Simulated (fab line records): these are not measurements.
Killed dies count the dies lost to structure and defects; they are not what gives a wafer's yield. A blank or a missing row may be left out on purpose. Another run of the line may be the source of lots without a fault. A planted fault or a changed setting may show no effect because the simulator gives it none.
Which tool did it? :: flow n5-finfet :: Sampling: 11 lots, 33 wafers, 4 of 1938 route steps

== WHAT THE GAUGES SHOWED, per wafer ==
N5_BEOL_M8_INSPECT_58: inspects for defects (darkfield). Usual: raw-defect-count reads 60 (standard deviation 18).
lot: L418
measured: day 12 08:09
on: defect-inspect-01
raw-defect-count: 40 72 50
flag: 

lot: L419
measured: day 12 15:14
on: defect-inspect-01
raw-defect-count: 73 44 43
flag: 

lot: L421
measured: day 12 20:49
on: defect-inspect-01
raw-defect-count: 69 66 59
flag: 

lot: L422
measured: day 13 09:32
on: defect-inspect-01
raw-defect-count: 46 58 42
flag: 

lot: L433
measured: day 16 21:30
on: defect-inspect-02
raw-defect-count: 52 93 52
flag: 

lot: L434
measured: day 16 22:22
on: defect-inspect-02
raw-defect-count: 58 71 68
flag: 

lot: L432
measured: day 16 22:34
on: defect-inspect-01
raw-defect-count: 68 55 35
flag: 

lot: L436
measured: day 17 02:44
on: defect-inspect-01
raw-defect-count: 59 39 30
flag: 

lot: L438
measured: day 17 07:39
on: defect-inspect-02
raw-defect-count: 53 73 60
flag: 

lot: L437
measured: day 17 22:11
on: defect-inspect-02
raw-defect-count: 91 78 78
flag: 

lot: L439
measured: day 18 06:07
on: defect-inspect-01
raw-defect-count: 34 36 42
flag: 

== TOOL THAT RAN EACH LOT (tool first, then ch and the chambers of the sampled wafers, then the start) ==
lot: L418
N5_BEOL_M8_TRENCH_ETCH_37: rie-diel-05 ch 0,2,3, day 12 04:14 or earlier
N5_BEOL_M8_CURE_75: uv-cure-03 ch 0, day 12 04:14
N5_BEOL_M8_CVD_78: cvd-co-02 ch 1,2, day 12 06:48

lot: L419
N5_BEOL_M8_TRENCH_ETCH_37: rie-diel-02 ch 0,1, day 12 11:38 or earlier
N5_BEOL_M8_CURE_75: uv-cure-01 ch 2, day 12 11:38
N5_BEOL_M8_CVD_78: cvd-co-01 ch 0,1, day 12 12:46

lot: L421
N5_BEOL_M8_TRENCH_ETCH_37: rie-diel-02 ch 1,2,3, day 12 18:20 or earlier
N5_BEOL_M8_CURE_75: uv-cure-01 ch 1, day 12 18:20
N5_BEOL_M8_CVD_78: cvd-co-01 ch 0,1,2, day 12 19:32

lot: L422
N5_BEOL_M8_TRENCH_ETCH_37: rie-diel-02 ch 0,1,2, day 13 07:01 or earlier
N5_BEOL_M8_CURE_75: uv-cure-03 ch 2, day 13 07:01
N5_BEOL_M8_CVD_78: cvd-co-01 ch 0,1,2, day 13 07:48

lot: L433
N5_BEOL_M8_TRENCH_ETCH_37: rie-diel-03 ch 0,2,3, day 16 19:17 or earlier
N5_BEOL_M8_CURE_75: uv-cure-03 ch 1, day 16 19:17
N5_BEOL_M8_CVD_78: cvd-co-01 ch 0,1, day 16 20:16

lot: L434
N5_BEOL_M8_TRENCH_ETCH_37: rie-diel-02 ch 1,2,3, day 16 19:38 or earlier
N5_BEOL_M8_CURE_75: uv-cure-03 ch 0, day 16 19:38
N5_BEOL_M8_CVD_78: cvd-co-02 ch 0,2, day 16 20:34

lot: L432
N5_BEOL_M8_TRENCH_ETCH_37: rie-diel-03 ch 1,2, day 16 19:46 or earlier
N5_BEOL_M8_CURE_75: uv-cure-01 ch 2, day 16 19:46
N5_BEOL_M8_CVD_78: cvd-co-01 ch 1,2, day 16 20:49

lot: L436
N5_BEOL_M8_TRENCH_ETCH_37: rie-diel-05 ch 0,1,2, day 17 00:33 or earlier
N5_BEOL_M8_CURE_75: uv-cure-02 ch 2, day 17 00:33
N5_BEOL_M8_CVD_78: cvd-co-01 ch 1,2, day 17 01:39

lot: L438
N5_BEOL_M8_TRENCH_ETCH_37: rie-diel-05 ch 1,2,3, day 17 05:23 or earlier
N5_BEOL_M8_CURE_75: uv-cure-03 ch 0, day 17 05:23
N5_BEOL_M8_CVD_78: cvd-co-01 ch 0,1, day 17 06:26

lot: L437
N5_BEOL_M8_TRENCH_ETCH_37: rie-diel-05 ch 0,1, day 17 20:02 or earlier
N5_BEOL_M8_CURE_75: uv-cure-02 ch 1, day 17 20:02
N5_BEOL_M8_CVD_78: cvd-co-01 ch 1,2, day 17 21:03

lot: L439
N5_BEOL_M8_TRENCH_ETCH_37: rie-diel-02 ch 0,3, day 18 02:29 or earlier
N5_BEOL_M8_CURE_75: uv-cure-01 ch 1, day 18 02:29
N5_BEOL_M8_CVD_78: cvd-co-02 ch 0,1,2, day 18 03:30
- N5_BEOL_M8_TRENCH_ETCH_37: etches SiCOH lowk in C4F6/O2, target depth 93.478 nm, time 31.2 s.
- N5_BEOL_M8_CURE_75: cures SiCOH lowk, time 120 s.
- N5_BEOL_M8_CVD_78: deposits Co from CCTBA/H2, target thk 2 nm, time 142.3 s.

== WHAT THE TOOLS THEMSELVES READ (means of the sampled wafers that have a number; where no wafer has one, the mark that the record gives instead) ==
N5_BEOL_M8_TRENCH_ETCH_37. Usual: chamber-pressure-mTorr 30.001 mTorr, standard deviation 0.029; drypump-motor-current-A 5.8 A, standard deviation 0.56; oes-product-au 0.82 a.u., standard deviation 0.078; rf-vpp-V 665 V, standard deviation 12; showerhead-plenum-p-Torr 2.87 Torr, standard deviation 0.11; throttle-valve-pct 20.8 %, standard deviation 0.32.
lot: L418
tool: rie-diel-05
chamber-pressure-mTorr (mTorr): 30.001
drypump-motor-current-A (A): 5.8
oes-product-au (a.u.): 0.81
rf-vpp-V (V): 659
showerhead-plenum-p-Torr (Torr): 2.90
throttle-valve-pct (%): 20.8
flag: 

lot: L419
tool: rie-diel-02
chamber-pressure-mTorr (mTorr): 30.019
drypump-motor-current-A (A): 5.4
oes-product-au (a.u.): 0.81
rf-vpp-V (V): 668
showerhead-plenum-p-Torr (Torr): 2.93
throttle-valve-pct (%): 20.9
flag: 

lot: L421
tool: rie-diel-02
chamber-pressure-mTorr (mTorr): 30.006
drypump-motor-current-A (A): 6.3
oes-product-au (a.u.): 0.79
rf-vpp-V (V): 667
showerhead-plenum-p-Torr (Torr): 2.81
throttle-valve-pct (%): 20.8
flag: 

lot: L422
tool: rie-diel-02
chamber-pressure-mTorr (mTorr): 30.025
drypump-motor-current-A (A): 5.8
oes-product-au (a.u.): 0.79
rf-vpp-V (V): 671
showerhead-plenum-p-Torr (Torr): 2.82
throttle-valve-pct (%): 20.8
flag: 

lot: L433
tool: rie-diel-03
chamber-pressure-mTorr (mTorr): 29.996
drypump-motor-current-A (A): 5.6
oes-product-au (a.u.): 0.87
rf-vpp-V (V): 687
showerhead-plenum-p-Torr (Torr): 2.93
throttle-valve-pct (%): 20.6
flag: 

lot: L434
tool: rie-diel-02
chamber-pressure-mTorr (mTorr): 29.996
drypump-motor-current-A (A): 6.3
oes-product-au (a.u.): 0.75
rf-vpp-V (V): 669
showerhead-plenum-p-Torr (Torr): 2.79
throttle-valve-pct (%): 20.9
flag: 

lot: L432
tool: rie-diel-03
chamber-pressure-mTorr (mTorr): 30.002
drypump-motor-current-A (A): 6.1
oes-product-au (a.u.): 0.81
rf-vpp-V (V): 659
showerhead-plenum-p-Torr (Torr): 2.82
throttle-valve-pct (%): 21.1
flag: 

lot: L436
tool: rie-diel-05
chamber-pressure-mTorr (mTorr): 30.027
drypump-motor-current-A (A): 5.8
oes-product-au (a.u.): 0.83
rf-vpp-V (V): 660
showerhead-plenum-p-Torr (Torr): 2.87
throttle-valve-pct (%): 20.7
flag: 

lot: L438
tool: rie-diel-05
chamber-pressure-mTorr (mTorr): 29.993
drypump-motor-current-A (A): 5.4
oes-product-au (a.u.): 0.87
rf-vpp-V (V): 655
showerhead-plenum-p-Torr (Torr): 2.80
throttle-valve-pct (%): 20.5
flag: 

lot: L437
tool: rie-diel-05
chamber-pressure-mTorr (mTorr): 29.984
drypump-motor-current-A (A): 6.0
oes-product-au (a.u.): 0.86
rf-vpp-V (V): 662
showerhead-plenum-p-Torr (Torr): 2.94
throttle-valve-pct (%): 20.9
flag: 

lot: L439
tool: rie-diel-02
chamber-pressure-mTorr (mTorr): 30.005
drypump-motor-current-A (A): 6.3
oes-product-au (a.u.): 0.74
rf-vpp-V (V): 667
showerhead-plenum-p-Torr (Torr): 2.97
throttle-valve-pct (%): 21.1
flag: 

N5_BEOL_M8_CURE_75. Usual: lamp-power-pct 52.32 %, standard deviation 0.056; wafer_temp_C_max 371.7, standard deviation 0.83.
lot: L418
tool: uv-cure-03
lamp-power-pct (%): 52.33
wafer_temp_C_max: 373.1
flag: 

lot: L419
tool: uv-cure-01
lamp-power-pct (%): 52.34
wafer_temp_C_max: 371.2
flag: 

lot: L421
tool: uv-cure-01
lamp-power-pct (%): 52.39
wafer_temp_C_max: 371.5
flag: 

lot: L422
tool: uv-cure-03
lamp-power-pct (%): 52.32
wafer_temp_C_max: 371.0
flag: 

lot: L433
tool: uv-cure-03
lamp-power-pct (%): 52.37
wafer_temp_C_max: 371.8
flag: 

lot: L434
tool: uv-cure-03
lamp-power-pct (%): 52.30
wafer_temp_C_max: 373.5
flag: 

lot: L432
tool: uv-cure-01
lamp-power-pct (%): 52.28
wafer_temp_C_max: 370.9
flag: 

lot: L436
tool: uv-cure-02
lamp-power-pct (%): 52.31
wafer_temp_C_max: 371.0
flag: 

lot: L438
tool: uv-cure-03
lamp-power-pct (%): 52.27
wafer_temp_C_max: 372.9
flag: 

lot: L437
tool: uv-cure-02
lamp-power-pct (%): 52.29
wafer_temp_C_max: 371.4
flag: 

lot: L439
tool: uv-cure-01
lamp-power-pct (%): 52.24
wafer_temp_C_max: 371.2
flag: 

N5_BEOL_M8_CVD_78. Usual: run-length-s reads 165.4 s (standard deviation 0.54).
lot: L418
tool: cvd-co-02
run-length-s (s): 165.5
flag: 

lot: L419
tool: cvd-co-01
run-length-s (s): 165.2
flag: 

lot: L421
tool: cvd-co-01
run-length-s (s): 215.0
flag: OFF

lot: L422
tool: cvd-co-01
run-length-s (s): 189.8
flag: OFF

lot: L433
tool: cvd-co-01
run-length-s (s): 165.6
flag: 

lot: L434
tool: cvd-co-02
run-length-s (s): 165.6
flag: 

lot: L432
tool: cvd-co-01
run-length-s (s): 165.5
flag: 

lot: L436
tool: cvd-co-01
run-length-s (s): 165.8
flag: 

lot: L438
tool: cvd-co-01
run-length-s (s): 165.5
flag: 

lot: L437
tool: cvd-co-01
run-length-s (s): 165.1
flag: 

lot: L439
tool: cvd-co-02
run-length-s (s): 165.7
flag: 

== THE ANSWER, worked out from the rows above alone ==
Rule: take the mean of a lot's wafers that have a number; if it is more than 3 standard deviations from the usual mean, the lot is off. Also off: a lot with no number at a reading for which 4 or more lots have one. Where the step has rows for the other lots, those lots are counted as sound. After the gauges, taken in route order, come the tools' own readings; for these a lot's mean is taken, as printed above. The first step at which some lot is off is used, and at that step the reading that is off furthest; a lot without a number counts as furthest.
Off: L421, L422 (N5_BEOL_M8_CVD_78, run-length-s).
If a tool, at that step or one of the process steps before it, ran each lot that is off and ran no sound lot following the first of them, it fits. N5_BEOL_M8_TRENCH_ETCH_37 gives no start for some lots, so the hours and the order of its lots are those of N5_BEOL_M8_CURE_75. No candidate that was tried fits.

== WHAT THE SIMULATOR HAD INSERTED ==
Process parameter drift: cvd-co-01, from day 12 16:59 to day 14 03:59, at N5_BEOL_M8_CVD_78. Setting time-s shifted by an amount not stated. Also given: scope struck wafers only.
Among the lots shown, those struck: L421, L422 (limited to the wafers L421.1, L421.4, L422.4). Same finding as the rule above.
